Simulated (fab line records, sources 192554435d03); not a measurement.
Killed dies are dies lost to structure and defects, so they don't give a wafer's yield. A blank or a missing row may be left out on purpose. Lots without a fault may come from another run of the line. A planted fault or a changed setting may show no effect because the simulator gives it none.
fab line records | flow n5_finfet
record lots=6 wafers=18 last_day=16
route steps=1938 shown HKMG_FIN@443 GATE_CUT@465 PASSIVATION@1936
lots that met no fault: from a run of the same line without faults
start_h: hours from the record's first day to the start of the lot's first wafer shown | wait_h: hours since the lot's step before | " the same as in the row above | L1.1+2: a row that stands for several wafers | - no value, or no start given | * or withheld: withheld | < > ~ a bound
route shown NAME@n: a module of which the file shows steps, and the number in the route of the first | usual: mean/standard deviation of fault-free wafers | same: alike in all rows | chamber/n: place in a boat | sites: the reading at each site | _std_site: their standard deviation | _edge_site: outer sites' mean less inner sites' | radius_mm: how far each site lies from the wafer's centre | mask NAME#n: copy n | behind: the tool/chamber that last shaped the wafer | hold: why the lot was held/for how many hours/how that ended | device: the transistor (n, p or np) that didn't switch | end of line: the same wafers' tests at the end of the route | a step without rows: its recipe alone | killed: dies lost to structure and defects at the first sort, not the wafer's yield | map: a wafer's dies, x killed, . not, _ none there
set.NAME: the setting as run; set.NAME@STEP: as run at that earlier step | model.NAME: the simulator's own value behind a step, which no gauge read
lots at some steps of the route; a table a step, a row a wafer
services: from which hour (start_h, from the record's first day; less than 0 if before it) a tool's chamber was out of use, for how many hours, and why
## steps
# step N5_HKMG_FIN_COAT_85
# recipe resist=SOC temp_c=250 time_s=60 spin_rpm=1500 resist_thk_nm=300
# step N5_HKMG_FIN_ETCH_86
# recipe chemistry=N2/H2 target=SOC target_depth_a=3932 stop_on=TiN ion_energy_ev=100 bias_w=61 pressure_mtorr=30 source_w=850 n2_flow_sccm=200 h2_flow_sccm=200
# step N5_HKMG_FIN_STRIP_89
# recipe chemistry=N2/H2 material=SOC time_s=20 power_w=500 temp_c=40 pressure_mtorr=50 rf_frequency_hz=6e+07 bias_power_w=8 h2_frac=0.5 n2_flow_sccm=300 h2_flow_sccm=300
# step N5_HKMG_FIN_WET_ETCH_87
# recipe chemistry=SC1 target=TiN mix=1:2:40 temp_c=50 time_s=154.2 target_depth_nm=4.7 dry=ipa_marangoni rinse_time_s=30 rinse_temp_c=23
# step N5_HKMG_FIN_STRIP_88
# recipe chemistry=N2/H2 power_w=2500 temp_c=300 h2_frac=0.65 time_s=360 pressure_mtorr=withheld n2_flow_sccm=1750 h2_flow_sccm=3250
# step N5_HKMG_FIN_NWFM_ALD_20
# recipe material=TiAlC target_thk_a=20 temp_c=300 ald_precursor_family=TiCl4 ald_co_reactant=TEA pulse_time_s=3 purge_time_s=2 co_reactant_purge_time_s=2 co_reactant_pulse_time_s=10 ald_cycles=7 pressure_torr=3
# step N5_HKMG_FIN_ALD_71
# recipe material=TiN target_thk_a=10 temp_c=400 ald_precursor_family=TiCl4 ald_co_reactant=NH3 pulse_time_s=1 purge_time_s=3 co_reactant_purge_time_s=2 co_reactant_pulse_time_s=2 ald_cycles=47 pressure_torr=3
# step N5_HKMG_FIN_COAT_66
# recipe resist=SOC temp_c=250 time_s=60 spin_rpm=1500 resist_thk_nm=300
# step N5_HKMG_FIN_ETCH_67
# recipe chemistry=N2/H2 target=SOC target_depth_a=3889 stop_on=TiN ion_energy_ev=100 bias_w=61 pressure_mtorr=30 source_w=850 n2_flow_sccm=200 h2_flow_sccm=200
# step N5_HKMG_FIN_STRIP_90
# recipe chemistry=N2/H2 material=SOC time_s=20 power_w=500 temp_c=40 pressure_mtorr=50 rf_frequency_hz=6e+07 bias_power_w=8 h2_frac=0.5 n2_flow_sccm=300 h2_flow_sccm=300
# step N5_HKMG_FIN_WET_ETCH_73
# recipe chemistry=SC1 mix=1:2:40 temp_c=50 time_s=42.3 target_depth_nm=1.3 dry=ipa_marangoni rinse_time_s=30 rinse_temp_c=23
# step N5_HKMG_FIN_ETCHBACK_68
# recipe chemistry=Cl2/Ar stop_on=HfO2 target_depth_a=5 pressure_mtorr=10 icp_w=600 bias_w=60 Cl2_flow_sccm=40 Ar_flow_sccm=60
# step N5_HKMG_FIN_STRIP_69
# recipe chemistry=N2/H2 power_w=2500 temp_c=300 h2_frac=0.65 time_s=360 pressure_mtorr=withheld n2_flow_sccm=1750 h2_flow_sccm=3250
# usual drypump_motor_current_A=5.8/0.46 heater_power_w=497/38
# columns lot.wafer tool chamber start_h wait_h drypump_motor_current_A heater_power_w rf_hours_counter_h
L458.2 plasma_asher-02 0 93.28 0.1 5.9 534 90
L458.4 " 1 " " 5.9 439 -
L458.6 " 0 " " 5.9 540 -
L459.1 plasma_asher-02 1 94.95 0.1 5.9 450 91
L459.5 " 0 " " 5.9 552 -
L459.6 " 1 " " 5.9 434 -
L460.2 plasma_asher-02 0 103.08 0.1 5.8 532 93
L460.4 " 0 " " 5.9 540 -
L460.6 " 0 " " 5.9 533 -
L462.1 plasma_asher-01 1 116.05 0.1 6.4 499 43
L462.3 " 0 " " 5.0 523 -
L462.6 " 1 " " 6.4 480 -
L472.1 plasma_asher-02 1 173.08 0.1 5.9 436 107
L472.3 " 1 " " 5.9 443 -
L472.4 " 0 " " 5.9 546 -
L477.4 plasma_asher-02 1 203.79 0.2 5.9 444 -
L477.5 " 0 " " 5.8 535 -
L477.6 " 1 " " 5.9 448 -
# step N5_HKMG_FIN_ALD_21
# recipe material=TiN target_thk_a=15 temp_c=400 ald_precursor_family=TiCl4 ald_co_reactant=NH3 pulse_time_s=1 purge_time_s=3 co_reactant_purge_time_s=2 co_reactant_pulse_time_s=2 ald_cycles=68 pressure_torr=3
# usual heater_power_w=858/67 precursor_pulse_height_rel=0.998/0.022
# same pulse_time_s=1
# columns lot.wafer tool chamber start_h wait_h heater_power_w precursor_pulse_height_rel
L458.2 ald_metal-01 3 93.66 0.3 825 1.004
L458.4 " 0 " " 828 0.977
L458.6 " 3 " " 839 1.032
L459.1 ald_metal-01 1 95.33 0.3 674 1.000
L459.5 " 0 " " 839 1.003
L459.6 " 3 " " 823 1.027
L460.2 ald_metal-01 0 103.46 0.3 847 1.016
L460.4 " 0 " " 851 0.968
L460.6 " 3 " " 796 0.996
L462.1 ald_metal-02 3 116.43 0.3 785 0.965
L462.3 " 1 " " 858 1.027
L462.6 " 0 " " 796 1.011
L472.1 ald_metal-03 1 173.47 0.3 922 0.997
L472.3 " 0 " " 919 0.998
L472.4 " 3 " " 920 1.012
L477.4 ald_metal-02 0 204.05 0.1 801 0.961
L477.5 " 2 " " 806 0.996
L477.6 " 3 " " 813 0.995
# step N5_HKMG_FIN_ALD_72
# recipe material=W target_thk_a=20 temp_c=300 pressure_torr=7.5 ald_precursor_family=WF6 ald_co_reactant=B2H6 pulse_time_s=1 purge_time_s=2 co_reactant_purge_time_s=2 co_reactant_pulse_time_s=3 ald_cycles=7
# step N5_HKMG_FIN_W_FILL_22
# recipe material=W target_thk_a=600 temp_c=400 pressure_torr=39.4 time_s=18.2
# step N5_HKMG_FIN_PRECLEAN_83
# recipe chemistry=DIW time_s=57.5 temp_c=23
# step N5_HKMG_FIN_SRD_84
# recipe dry_time_s=32 dry=n2_spin spin_rpm=1500
# step N5_HKMG_FIN_CMP_23
# recipe stop_on=SiNx t_overpolish_s=10 post_cmp_clean=rinse_only down_force_psi=4 platen_rpm=50.289 pad_velocity_m_s=1.0006 target_thk_nm=46.326
# step N5_HKMG_FIN_CMP_94
# recipe stop_on=SiNx post_cmp_clean=w_dilute_nh4oh t_overpolish_s=4.7 down_force_psi=4 platen_rpm=50.289 pad_velocity_m_s=1.0006 target_thk_nm=43.299
# step N5_GATE_CUT_ETCHBACK_00
# recipe chemistry=SF6/Cl2 target=W pressure_mtorr=8 icp_w=900 bias_w=80 SF6_flow_sccm=40 Cl2_flow_sccm=60
# usual drypump_motor_current_A=5.5/0.53 he_backside_leak_sccm=3.36/0.26 oes_product_au=0.83/0.097 throttle_valve_pct=27.6/0.34
# columns lot.wafer tool chamber start_h wait_h drypump_motor_current_A he_backside_leak_sccm oes_product_au rf_hours_counter_h throttle_valve_pct
L458.2 rie_metal-01 1 94.94 0.0 5.1 3.68 0.95 3 27.7
L458.4 " 1 " " 5.1 3.48 0.94 - 27.7
L458.6 " 0 " " 5.9 3.30 0.83 - 27.7
L459.1 rie_metal-01 1 96.61 0.0 5.1 3.60 0.94 4 27.7
L459.5 " 1 " " 5.1 3.65 0.94 - 27.7
L459.6 " 0 " " 5.9 2.98 0.84 - 27.7
L460.2 rie_metal-03 0 104.74 0.0 6.4 3.47 0.91 5 26.8
L460.4 " 1 " " 4.9 3.07 0.91 - 27.4
L460.6 " 0 " " 6.4 3.40 0.91 - 26.8
L462.1 rie_metal-03 0 117.71 0.0 6.4 2.96 0.90 6 26.8
L462.3 " 1 " " 4.8 2.99 0.89 - 27.4
L462.6 " 0 " " 6.4 3.22 0.89 - 26.8
L472.1 rie_metal-02 1 174.74 0.0 5.6 3.25 0.62 111 27.6
L472.3 " 1 " " 5.6 3.11 0.63 - 27.6
L472.4 " 0 " " 5.4 3.73 0.65 - 28.1
L477.4 rie_metal-03 1 205.45 0.2 4.8 3.02 0.87 - 27.4
L477.5 " 1 " " 4.9 3.06 0.87 - 27.4
L477.6 " 1 " " 4.8 2.99 0.88 - 27.4
# step N5_GATE_CUT_ETCH_56
# recipe chemistry=Cl2/Ar target=TiN target_depth_a=216 pressure_mtorr=10 icp_w=600 bias_w=60 Cl2_flow_sccm=40 Ar_flow_sccm=60
# step N5_GATE_CUT_ETCHBACK_30
# recipe chemistry=Cl2/Ar target=TiN target_depth_a=30 mode=isotropic pressure_mtorr=10 icp_w=600 bias_w=60 Cl2_flow_sccm=40 Ar_flow_sccm=60
# usual drypump_motor_current_A=5.5/0.53 he_backside_leak_sccm=3.41/0.25 oes_product_au=0.83/0.098 throttle_valve_pct=20.82/0.26
# columns lot.wafer tool chamber start_h wait_h drypump_motor_current_A he_backside_leak_sccm oes_product_au rf_hours_counter_h throttle_valve_pct
L458.2 rie_metal-01 1 95.15 0.1 5.1 3.86 0.96 3 20.77
L458.4 " 1 " " 5.1 3.90 0.96 - 20.78
L458.6 " 0 " " 5.9 3.45 0.83 - 21.01
L459.1 rie_metal-01 1 96.82 0.1 5.1 3.55 0.94 4 20.79
L459.5 " 1 " " 5.1 3.59 0.94 - 20.81
L459.6 " 0 " " 5.9 3.72 0.82 - 21.04
L460.2 rie_metal-03 0 104.95 0.1 6.4 3.58 0.90 6 20.33
L460.4 " 1 " " 4.8 3.19 0.91 - 20.65
L460.6 " 0 " " 6.4 3.35 0.90 - 20.36
L462.1 rie_metal-03 0 117.92 0.1 6.4 3.33 0.89 7 20.34
L462.3 " 1 " " 4.8 3.20 0.91 - 20.64
L462.6 " 0 " " 6.4 3.23 0.89 - 20.33
L472.1 rie_metal-02 1 174.95 0.1 5.6 3.44 0.63 111 20.95
L472.3 " 1 " " 5.6 3.32 0.64 - 20.94
L472.4 " 0 " " 5.4 3.62 0.65 - 21.20
L477.4 rie_metal-03 1 205.78 0.1 4.8 3.14 0.87 - 20.66
L477.5 " 1 " " 4.8 3.15 0.87 - 20.67
L477.6 " 1 " " 4.8 2.96 0.87 - 20.68
# step N5_GATE_CUT_VAPOR_ETCH_60
# recipe chemistry=BCl3/Cl2 target=HfO2 mode=isotropic
# step N5_GATE_CUT_ETCH_58
# recipe chemistry=CH3F/O2 target=SiNx target_depth_a=170 time_s=128.6 ion_energy_ev=50 pressure_mtorr=30 source_w=415 bias_w=21 Ar_flow_sccm=150 CH3F_flow_sccm=30 O2_flow_sccm=20
# step N5_GATE_CUT_STRIP_59
# recipe chemistry=N2/H2 time_s=20 power_w=100 temp_c=40 pressure_mtorr=100 rf_frequency_hz=6e+07 bias_power_w=3 n2_flow_sccm=300 h2_flow_sccm=300
# step N5_GATE_CUT_PRECLEAN_31
# recipe temp_c=23 chemistry=DIW time_s=300
# step N5_GATE_CUT_SRD_32
# recipe time_s=30 temp_c=23 rinse_liquid=diw dry=ipa_marangoni
# step N5_GATE_CUT_SAC_CAP_01
# recipe material=SiNx target_thk_a=240 temp_c=400 ald_precursor_family=SiH2I2 ald_co_reactant=N2/H2-plasma pulse_time_s=1 ald_cycles=480 purge_time_s=2 co_reactant_purge_time_s=2 pressure_torr=2
# step N5_GATE_CUT_PECVD_57
# recipe material=SiNx target_thk_a=210 temp_c=400 precursor=SiH4/NH3/N2 pressure_torr=1.5 rf_w=300
# usual heater_power_w=772/62 showerhead_plenum_p_Torr=5.15/0.055 throttle_valve_pct=41/3
# columns lot.wafer tool chamber start_h wait_h heater_power_w showerhead_plenum_p_Torr throttle_valve_pct
L458.2 pecvd-03 2 98.02 1.1 729 5.15 38
L458.4 " 1 " " 829 5.17 42
L458.6 " 2 " " 732 5.17 38
L459.1 pecvd-04 2 100.73 1.1 767 5.15 39
L459.5 " 0 " " 735 5.10 39
L459.6 " 1 " " 703 5.12 46
L460.2 pecvd-03 0 107.55 1.1 797 5.27 43
L460.4 " 0 " " 821 5.28 43
L460.6 " 1 " " 825 5.18 43
L462.1 pecvd-03 1 120.78 1.1 695 5.18 43
L462.3 " 0 " " 903 5.28 43
L462.6 " 1 " " 685 5.18 43
L472.1 pecvd-01 2 177.54 1.1 824 5.09 36
L472.3 " 1 " " 859 5.11 44
L472.4 " 0 " " 729 5.13 40
L477.4 pecvd-04 1 208.89 1.1 714 5.14 46
L477.5 " 0 " " 767 5.13 40
L477.6 " 1 " " 719 5.12 47
# step N5_GATE_CUT_CMP_02
# recipe stop_on=SiO2 t_overpolish_s=12.7 post_cmp_clean=alkaline_brush down_force_psi=2.5 platen_rpm=51.8 pad_velocity_m_s=1.0307 target_thk_nm=0
# step N5_GATE_CUT_HM_DEP_46
# recipe material=SiO2 target_thk_a=1300 temp_c=400 precursor=TEOS/O2 pressure_torr=6.5 rf_w=900 teos_flow_sccm=161.4 gas=O2 flow_sccm=2650 time_s=26.6
# usual heater_power_w=570/55 showerhead_plenum_p_Torr=8.35/0.031 throttle_valve_pct=19.3/1.4
# columns lot.wafer tool chamber start_h wait_h heater_power_w showerhead_plenum_p_Torr throttle_valve_pct
L458.2 pecvd-01 0 98.43 0.0 514 8.33 18.7
L458.4 " 1 " " 582 8.31 20.2
L458.6 " 0 " " 526 8.33 18.4
L459.1 pecvd-03 2 101.13 0.0 539 8.36 17.6
L459.5 " 0 " " 638 8.40 19.9
L459.6 " 2 " " 550 8.34 17.8
L460.2 pecvd-04 0 107.96 0.0 562 8.32 18.4
L460.4 " 1 " " 511 8.33 21.8
L460.6 " 0 " " 564 8.33 18.3
L462.1 pecvd-01 1 121.19 0.0 624 8.31 20.5
L462.3 " 0 " " 533 8.34 18.5
L462.6 " 2 " " 575 8.32 16.7
L472.1 pecvd-03 0 177.95 0.0 702 8.40 20.0
L472.3 " 1 " " 614 8.34 20.1
L472.4 " 0 " " 520 8.42 20.1
L477.4 pecvd-04 0 209.32 0.1 481 8.32 18.7
L477.5 " 1 " " 600 8.32 21.7
L477.6 " 0 " " 520 8.34 18.8
# step N5_GATE_CUT_COAT_34
# recipe resist=SOC temp_c=250 time_s=60 spin_rpm=1500 resist_thk_nm=60
# step N5_GATE_CUT_COAT_35
# recipe resist=SiARC temp_c=220 time_s=60 spin_rpm=1500 resist_thk_nm=10
# step N5_GATE_CUT_COAT_27
# recipe resist=underlayer temp_c=205 time_s=60 spin_rpm=1500 resist_thk_nm=10
# step N5_GATE_CUT_COAT_07
# recipe resist=CAR-EUV spin_rpm=1500 resist_thk_nm=30
# step N5_GATE_CUT_EBR_09
# recipe solvent=PGMEA ebr_width_mm=1.5
# step N5_GATE_CUT_SOFTBAKE_08
# recipe temp_c=110 time_s=60 resist=CAR-EUV
# step N5_GATE_CUT_EXPOSE_10
# recipe mask_id=GATE_CUT na=0.33 source_shape=annular sigma_inner=0.35 sigma_outer=0.8 polarization=unpolarized target_cd_nm=20 dose_mj=43.25
# step N5_PASSIVATION_PROBE_49
# usual defect_limited_yield=91.0/1.5 killed_at_M0_to_M3=34/11 killed_at_M4_up=14/5.3 killed_at_contacts=13/7 killed_at_front_end=41/13 killed_at_other=4/3.1 killed_dies=106/17 killed_open=70/12 killed_short=35/8 sort_bin_5_function=5.2/0.98 sort_bin_6_memory=3.4/0.69 sort_n_pass=1074/17 sort_yield_pct=91.0/1.5
# same gross_dies=1180 killed_at_back_side=0 sort_bin_4_leakage[%]=0 sort_bin_8_speed[%]=0
# columns lot.wafer tool chamber start_h wait_h defect_limited_yield[%] killed_at_M0_to_M3 killed_at_M4_up killed_at_contacts killed_at_front_end killed_at_other killed_dies killed_open killed_short sort_bin_5_function[%] sort_bin_6_memory[%] sort_n_pass sort_yield_pct[%]
L460.2 prober-01 - 282.31 0.1 82.0 24 10 12 153 13 212 66 36 11.6 4.7 968 82.0
L460.4 prober-01 - 282.41 0.2 83.4 30 11 6 142 7 196 52 32 10.7 4.0 984 83.4
L460.6 prober-01 - 282.51 0.3 82.6 15 7 10 166 7 205 57 36 13.1 3.4 975 82.6
L458.2 prober-01 - 287.08 0.2 85.3 46 20 28 72 8 174 106 66 8.1 5.8 1006 85.3
L458.4 prober-01 - 287.18 0.3 91.3 42 7 13 39 2 103 65 38 5.2 3.3 1077 91.3
L458.6 prober-01 - 287.28 0.4 89.2 43 15 23 42 5 128 86 42 6.9 3.7 1052 89.2
L459.1 prober-01 - 288.70 0.0 84.4 23 14 4 137 6 184 53 23 10.2 3.9 996 84.4
L459.5 prober-01 - 288.90 0.2 84.2 28 20 3 135 1 187 43 24 9.7 4.5 993 84.2
L459.6 prober-01 - 288.95 0.3 83.1 30 17 4 147 2 200 64 28 11.4 4.5 980 83.1
L462.1 prober-01 - 292.73 0.0 90.9 40 16 15 30 6 107 74 32 5.9 2.7 1073 90.9
L462.3 prober-01 - 292.83 0.1 91.9 34 15 6 38 3 96 66 29 4.8 3.2 1084 91.9
L462.6 prober-01 - 292.98 0.3 94.2 34 8 6 20 1 69 47 22 3.2 2.2 1111 94.2
L472.1 prober-02 - 368.21 0.0 91.4 34 16 11 37 3 101 68 29 5.2 3.0 1079 91.4
L472.3 prober-02 - 368.31 0.1 90.1 35 10 11 57 4 117 71 46 6.0 3.6 1063 90.1
L472.4 prober-02 - 368.36 0.2 91.4 40 9 9 37 6 101 69 32 5.3 3.1 1079 91.4
L477.4 prober-01 - 393.46 0.2 92.0 16 8 10 59 1 94 68 23 5.5 1.9 1086 92.0
L477.5 prober-01 - 393.51 0.2 88.0 57 15 6 60 4 142 83 57 6.8 4.8 1038 88.0
L477.6 prober-01 - 393.56 0.3 88.0 42 19 8 65 8 142 94 46 6.4 5.2 1038 88.0
# killed by level:class
L460.2 HKMG_FIN:unspecified=104 STI_FIN_REVEAL:geometric_particle:open=14 BEOL_M0_SAQP:geometric_particle:open=8 FIN_SAQP:geometric_particle:short=6 BEOL_M0_SAQP:geometric_particle:short=6 BEOL_M4:geometric_particle:open=6 FIN_SAQP:geometric_particle:open=5 PASS1_CAP:geometric_particle:open=5
L460.4 HKMG_FIN:unspecified=111 BEOL_M2:geometric_particle:open=11 STI_FIN_REVEAL:geometric_particle:open=9 BEOL_M4:geometric_particle:open=8 MOL_CONTACT_COAG:geometric_particle:open=4 BEOL_M0_SAQP:geometric_particle:open=4 BEOL_M1:geometric_particle:short=4 GATE_CUT:geometric_particle:short=3
L460.6 HKMG_FIN:unspecified=109 FIN_SAQP:geometric_particle:short=11 STI_FIN_REVEAL:geometric_particle:open=11 GATE_CUT:geometric_particle:open=7 MOL_CONTACT_COAG:geometric_particle:open=6 DUMMY_GATE:geometric_particle:open=6 BEOL_M2:geometric_particle:open=6 FIN_SAQP:geometric_particle:open=5
L458.2 MOL_CONTACT_COAG:geometric_particle:open=21 FIN_SAQP:geometric_particle:short=16 BEOL_M4:geometric_particle:open=14 BEOL_M0_SAQP:geometric_particle:open=12 STI_FIN_REVEAL:geometric_particle:open=11 GATE_CUT:geometric_particle:short=10 BEOL_M0_SAQP:geometric_particle:short=9 FIN_SAQP:geometric_particle:open=8
L458.4 BEOL_M2:geometric_particle:open=12 MOL_CONTACT_COAG:geometric_particle:open=11 STI_FIN_REVEAL:geometric_particle:open=10 GATE_CUT:geometric_particle:short=7 BEOL_M1:geometric_particle:open=7 FIN_SAQP:geometric_particle:short=6 BEOL_M0_SAQP:geometric_particle:short=5 BEOL_M1:geometric_particle:short=5
L458.6 MOL_CONTACT_COAG:geometric_particle:open=17 STI_FIN_REVEAL:geometric_particle:open=13 FIN_SAQP:geometric_particle:open=10 BEOL_M0_SAQP:geometric_particle:open=9 BEOL_M4:geometric_particle:open=8 BEOL_M0_SAQP:geometric_particle:short=7 BEOL_M1:geometric_particle:open=7 BEOL_M2:geometric_particle:open=7
L459.1 HKMG_FIN:unspecified=105 BEOL_M4:geometric_particle:open=6 FIN_SAQP:geometric_particle:short=5 GATE_CUT:geometric_particle:short=5 STI_FIN_REVEAL:geometric_particle:open=5 GATE_CUT:geometric_particle:open=5 BEOL_M0_SAQP:geometric_particle:open=4 BEOL_M0_SAQP:geometric_particle:short=4
L459.5 HKMG_FIN:unspecified=118 BEOL_M4:geometric_particle:open=10 BEOL_M0_SAQP:geometric_particle:open=8 BEOL_M3:geometric_particle:open=7 BEOL_M0_SAQP:geometric_particle:short=5 STARTING-WAFER:geometric_particle:open=4 BEOL_M1:geometric_particle:short=3 BEOL_M3:geometric_particle:short=3
L459.6 HKMG_FIN:unspecified=107 STI_FIN_REVEAL:geometric_particle:open=7 FIN_SAQP:geometric_particle:short=6 BEOL_M0_SAQP:geometric_particle:open=6 BEOL_M4:geometric_particle:open=6 DUMMY_GATE:geometric_particle:open=5 BEOL_M1:geometric_particle:open=5 BEOL_M3:geometric_particle:open=5
L462.1 BEOL_M3:geometric_particle:open=13 BEOL_M0_SAQP:geometric_particle:open=11 MOL_CONTACT_COAG:geometric_particle:open=10 FIN_SAQP:geometric_particle:open=7 STI_FIN_REVEAL:geometric_particle:open=7 FIN_SAQP:geometric_particle:short=6 BEOL_M3:geometric_particle:short=6 MOL_CONTACT_COAG:geometric_particle:short=5
L462.3 BEOL_M3:geometric_particle:open=13 BEOL_M3:geometric_particle:short=10 STI_FIN_REVEAL:geometric_particle:open=9 FIN_SAQP:geometric_particle:open=6 GATE_CUT:geometric_particle:open=5 MOL_CONTACT_COAG:geometric_particle:open=5 STARTING-WAFER:geometric_particle:short=5 BEOL_M4:geometric_particle:open=5
L462.6 BEOL_M3:geometric_particle:open=10 MOL_CONTACT_COAG:geometric_particle:open=5 BEOL_M0_SAQP:geometric_particle:open=5 BEOL_M0:geometric_particle:open=5 BEOL_M3:geometric_particle:short=5 BEOL_M4:geometric_particle:open=4 BEOL_M2:geometric_particle:open=3 STARTING-WAFER:geometric_particle:open=3
L472.1 BEOL_M3:geometric_particle:open=12 MOL_CONTACT_COAG:geometric_particle:open=11 BEOL_M2:geometric_particle:open=9 BEOL_M4:geometric_particle:open=9 FIN_SAQP:geometric_particle:open=6 STARTING-WAFER:geometric_particle:short=6 FIN_SAQP:geometric_particle:short=3 GATE_CUT:geometric_particle:short=3
L472.3 FIN_SAQP:geometric_particle:short=12 MOL_CONTACT_COAG:geometric_particle:open=10 FIN_SAQP:geometric_particle:open=9 BEOL_M0_SAQP:geometric_particle:open=9 GATE_CUT:geometric_particle:short=7 BEOL_M3:geometric_particle:open=6 BEOL_M1:geometric_particle:open=5 BEOL_M2:geometric_particle:open=5
L472.4 BEOL_M2:geometric_particle:open=14 FIN_SAQP:geometric_particle:open=9 BEOL_M3:geometric_particle:open=9 STI_FIN_REVEAL:geometric_particle:open=8 MOL_CONTACT_COAG:geometric_particle:open=6 BEOL_M0_SAQP:geometric_particle:open=6 DUMMY_GATE:geometric_particle:open=4 ILD0:geometric_particle:short=4
L477.4 STI_FIN_REVEAL:geometric_particle:open=21 FIN_SAQP:geometric_particle:open=13 FIN_SAQP:geometric_particle:short=10 MOL_CONTACT_COAG:geometric_particle:open=9 STI_FIN_REVEAL:geometric_particle:short=5 BEOL_M0_SAQP:geometric_particle:open=4 DUMMY_GATE:geometric_particle:open=4 BEOL_M0_SAQP:geometric_particle:short=3
L477.5 FIN_SAQP:geometric_particle:short=13 STI_FIN_REVEAL:geometric_particle:open=13 BEOL_M3:geometric_particle:open=13 BEOL_M0_SAQP:geometric_particle:open=12 FIN_SAQP:geometric_particle:open=11 BEOL_M0_SAQP:geometric_particle:short=11 GATE_CUT:geometric_particle:open=7 BEOL_M2:geometric_particle:short=7
L477.6 STI_FIN_REVEAL:geometric_particle:open=19 BEOL_M4:geometric_particle:open=13 BEOL_M0_SAQP:geometric_particle:open=13 FIN_SAQP:geometric_particle:open=11 FIN_SAQP:geometric_particle:short=11 BEOL_M0_SAQP:geometric_particle:short=8 BEOL_M2:geometric_particle:open=8 MOL_CONTACT_COAG:geometric_particle:open=5
# map L459.6 (x killed, . not)
_________________............________________
______________....x.....x......._____________
___________.x......................__________
__________..............x.....xx...._________
________.....x....x......xx....x......_______
_______....x...................x....x..______
______........x.....x........x.........._____
_____.x......x..x....................x...____
____.....x.....x................x..x......___
___..........................x.............__
___...........x............................__
__..............................x..........._
__....x........x.........xx..........x......_
_....x............x......................x...
_................x......x..........x.........
_..xxxx............x........................x
_..........xx...x.................x.........x
_..xx..........x.x.x.......x.................
_.................x..........................
_......x.......x..xx......x...............x..
_...x..x............x..x........x......x.....
__.............xxxxx.xxx..x................._
__...........xx.xxxxxxx.xx.........x........_
___..........xxxxxxxx.x.x.x..........x..x..__
___.........x.xxxxxxxxxx.x.x.............x.__
____....x.xxxxxxxxxxxxxx.x...x............___
_____...x....xxxxxxxxxxxxx...............____
______..x...xxxxxxxxxxxxxx.....xx....x.._____
_______x.......xxxxxxxxx.........x.....______
________......x.x.xx.xx..............._______
__________.x.x.x...xx.x.....x..x...._________
___________...x.x...x.xx.x.........__________
______________.xx..x............_____________
_________________............________________
# map L460.2 (x killed, . not)
_________________............________________
______________.................._____________
___________..............x......xx.__________
__________...xx.....xx.x...x........_________
________..............x..x..........xx_______
_______x.............x................x______
______x...........................x....._____
_____.x.....x...x..........xx....x.......____
____....xx..x...x..........x.............x___
___.x...........xx.........................__
___........xxx.xxxx...x.x....x...x....x....__
__..........x..xxxx.xxx....................._
__.........x.xxxxxxxxxx....................x_
_..........xx.xxxxxxxx.x....x.x..x..........x
_.x.......x.xxxxxxxxxxx...x......x...........
_x......x..xxxxxxxxxxxx..x..x.x..............
_..x.x.....xxxxxxxxxxxx...x.......x.....x....
_...........xxxxxxxxxxx..x.............x.....
_...x.x.....xxxxxxxxxx............xx.........
_..........x...xxxxxxx.x.....................
_.............xxxxxx..............xx.....x...
__............xx.........x................x._
__........x...............x.......x......x.._
___................................x.......__
___....x......x.....x.x............x.......__
____....x..............x..x...............___
_____........xx.x.....x...x..x...........____
______..x.......x......................._____
_______...........x....................______
________....x.....x..x................_______
__________........x.........x......._________
___________x....x......x.......x.x.__________
______________x....x............_____________
_________________............________________
## services
# columns tool chamber start_h hours kind
rie_metal-03 - 74.93 1.3 repair
plasma_asher-01 - 80.62 13.4 repair
pecvd-04 2 86.69 2.1 scheduled_down
ald_metal-03 0 87.98 6.5 repair
pecvd-04 1 88.82 2.1 scheduled_down
rie_metal-03 - 96.91 2.8 pm
ald_metal-01 0 104.37 4.3 repair
ald_metal-02 - 116.98 0.9 repair
rie_metal-03 - 123.91 0.3 repair
pecvd-04 - 130.72 0.6 repair
ald_metal-03 2 131.81 1.9 repair
pecvd-04 0 134.53 2.1 scheduled_down
ald_metal-02 1 140.20 31.7 repair
ald_metal-01 0 164.19 25.1 repair
rie_metal-02 - 166.55 2.8 pm
rie_metal-01 1 176.03 10.8 repair
rie_metal-03 0 196.89 10.6 repair
pecvd-03 - 196.97 0.5 repair
pecvd-04 2 202.38 - clean
pecvd-04 2 202.38 - consumable_replace:showerhead
pecvd-04 2 202.38 29.0 scheduled_down
pecvd-04 2 202.38 29.0 vent_cycle
## key
first_sign step=N5_PASSIVATION_PROBE_49 reading=killed_at_front_end direction=up sigmas=7.9 usual=41 struck=147
effect step=N5_PASSIVATION_PROBE_49 reading=defect_limited_yield direction=down sigmas=5.3 usual=91.0 struck=83.3
more_kills_born_at N5_HKMG_FIN_STRIP_69@plasma_asher-02=654
met_at N5_HKMG_FIN_STRIP_69
struck_wafers L459.1,L459.5,L459.6,L460.2,L460.4,L460.6
onset_between 93.28 94.95
also_fits N5_HKMG_FIN_ALD_21:ald_metal-01
fault kind=chamber_particle_source tool=plasma_asher-02 chamber=- onset_h=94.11 steps=N5_HKMG_FIN_STRIP_69 rate_per_visit_cm2=0.54347 end_h=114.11
